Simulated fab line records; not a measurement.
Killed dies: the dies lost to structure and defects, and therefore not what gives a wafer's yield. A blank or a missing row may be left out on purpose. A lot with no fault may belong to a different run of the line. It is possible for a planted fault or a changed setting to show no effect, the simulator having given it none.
Which tool did it? || flow nandHarc || Sampling: 12 lots, 36 wafers, 4 of 1302 route steps

== WHAT THE GAUGES SHOWED, per wafer ==
NHARC_A_CONTACT_INSPECT_71.
{"lot": "L076", "measured": "day 22 04:46", "on": "defectInspect-02", "rawDefectCount": "106 82 89"}
{"lot": "L077", "measured": "day 22 18:21", "on": "defectInspect-01", "rawDefectCount": "111 141 113"}
{"lot": "L078", "measured": "day 23 09:47", "on": "defectInspect-02", "rawDefectCount": "154 149 158"}
{"lot": "L083", "measured": "day 24 22:44", "on": "defectInspect-02", "rawDefectCount": "80 65 66"}
{"lot": "L082", "measured": "day 25 13:34", "on": "defectInspect-01", "rawDefectCount": "106 130 124"}
{"lot": "L084", "measured": "day 25 14:29", "on": "defectInspect-02", "rawDefectCount": "34 33 36"}
{"lot": "L087", "measured": "day 28 01:28", "on": "defectInspect-02", "rawDefectCount": "25 28 22"}
{"lot": "L088", "measured": "day 28 09:02", "on": "defectInspect-02", "rawDefectCount": "25 24 26"}
{"lot": "L093", "measured": "day 29 02:15", "on": "defectInspect-01", "rawDefectCount": "113 115 112"}
{"lot": "L092", "measured": "day 29 20:16", "on": "defectInspect-02", "rawDefectCount": "51 75 56"}
{"lot": "L095", "measured": "day 30 09:24", "on": "defectInspect-01", "rawDefectCount": "90 82 81"}
{"lot": "L096", "measured": "day 32 21:02", "on": "defectInspect-02", "rawDefectCount": "79 67 77"}

== EACH LOT AND THE TOOL THAT RAN IT (in order: tool; ch and the chambers of the sampled wafers; start) ==
{"lot": "L076", "NHARC_A_WL_FILL_CVD_20": "cvdW-01 ch 0,1, day 21 20:46 or earlier", "NHARC_A_CONTACT_ETCH_50": "rieDiel-11 ch 1,3, day 21 20:46 or earlier", "NHARC_A_CONTACT_ETCH_112": "harCapEtch-03 ch 0,1, day 21 20:46"}
{"lot": "L077", "NHARC_A_WL_FILL_CVD_20": "cvdW-02 ch 0,1, day 22 09:14 or earlier", "NHARC_A_CONTACT_ETCH_50": "rieDiel-12 ch 0,1, day 22 09:14 or earlier", "NHARC_A_CONTACT_ETCH_112": "harCapEtch-03 ch 0,1, day 22 09:14"}
{"lot": "L078", "NHARC_A_WL_FILL_CVD_20": "cvdW-02 ch 0,1, day 23 01:02 or earlier", "NHARC_A_CONTACT_ETCH_50": "rieDiel-07 ch 0,2,3, day 23 01:02 or earlier", "NHARC_A_CONTACT_ETCH_112": "harCapEtch-01 ch 0,1, day 23 01:02"}
{"lot": "L083", "NHARC_A_WL_FILL_CVD_20": "cvdW-02 ch 0,1, day 24 13:56 or earlier", "NHARC_A_CONTACT_ETCH_50": "rieDiel-07 ch 0,1,2, day 24 13:56 or earlier", "NHARC_A_CONTACT_ETCH_112": "harCapEtch-03 ch 0,1, day 24 13:56"}
{"lot": "L082", "NHARC_A_WL_FILL_CVD_20": "cvdW-01 ch 0,1, day 25 04:54 or earlier", "NHARC_A_CONTACT_ETCH_50": "rieDiel-07 ch 0,2, day 25 04:54 or earlier", "NHARC_A_CONTACT_ETCH_112": "harCapEtch-01 ch 1, day 25 04:54"}
{"lot": "L084", "NHARC_A_WL_FILL_CVD_20": "cvdW-01 ch 0,1, day 25 05:33 or earlier", "NHARC_A_CONTACT_ETCH_50": "rieDiel-11 ch 0,1, day 25 05:33 or earlier", "NHARC_A_CONTACT_ETCH_112": "harCapEtch-03 ch 0,1, day 25 05:33"}
{"lot": "L087", "NHARC_A_WL_FILL_CVD_20": "cvdW-02 ch 0,1, day 27 13:05 or earlier", "NHARC_A_CONTACT_ETCH_50": "rieDiel-07 ch 1,2,3, day 27 13:05 or earlier", "NHARC_A_CONTACT_ETCH_112": "harCapEtch-02 ch 0,1, day 27 13:05"}
{"lot": "L088", "NHARC_A_WL_FILL_CVD_20": "cvdW-01 ch 0,1, day 28 00:17 or earlier", "NHARC_A_CONTACT_ETCH_50": "rieDiel-07 ch 0,1,3, day 28 00:17 or earlier", "NHARC_A_CONTACT_ETCH_112": "harCapEtch-01 ch 0,1, day 28 00:17"}
{"lot": "L093", "NHARC_A_WL_FILL_CVD_20": "cvdW-02 ch 0,1, day 28 13:11 or earlier", "NHARC_A_CONTACT_ETCH_50": "rieDiel-11 ch 1,3, day 28 13:11 or earlier", "NHARC_A_CONTACT_ETCH_112": "harCapEtch-01 ch 1, day 28 13:11"}
{"lot": "L092", "NHARC_A_WL_FILL_CVD_20": "cvdW-01 ch 1, day 29 12:14 or earlier", "NHARC_A_CONTACT_ETCH_50": "rieDiel-07 ch 0,1, day 29 12:14 or earlier", "NHARC_A_CONTACT_ETCH_112": "harCapEtch-01 ch 0,1, day 29 12:14"}
{"lot": "L095", "NHARC_A_WL_FILL_CVD_20": "cvdW-02 ch 0,1, day 30 01:24 or earlier", "NHARC_A_CONTACT_ETCH_50": "rieDiel-07 ch 0,1,3, day 30 01:24 or earlier", "NHARC_A_CONTACT_ETCH_112": "harCapEtch-03 ch 0,1, day 30 01:24"}
{"lot": "L096", "NHARC_A_WL_FILL_CVD_20": "cvdW-02 ch 0, day 32 12:25 or earlier", "NHARC_A_CONTACT_ETCH_50": "rieDiel-07 ch 0,2,3, day 32 12:25 or earlier", "NHARC_A_CONTACT_ETCH_112": "harCapEtch-03 ch 1, day 32 12:25"}
- NHARC_A_WL_FILL_CVD_20: deposits W, target thk 100 nm, time 74 s.
- NHARC_A_CONTACT_ETCH_50: etches the open film in CF4/CHF3, target depth 121 nm, time 60.5 s.
- NHARC_A_CONTACT_ETCH_112: etches the open film in C4F8/O2/Ar, time 190 s, target depth 1850 nm.

== THE ANSWER, worked out from the rows above alone ==
Rule: the usual values come from the lots themselves. The widest of any qualifying gaps counts: lots, ordered by their means at a reading, are off when they make up no more than a third of the lots, leave a main group of 4 or more, and stand apart from it by 3 or more times the standard deviation of that group's means. Not used: any main group whose means are identical at the precision the tables above print for the reading. A lot without any number at a reading at which 4 lots or more have one is off too. The other lots that the step has rows for count as sound.
No lot is off at any reading shown: from this, nothing can be told.

== WHAT HAD BEEN PUT IN BY THE SIMULATOR ==
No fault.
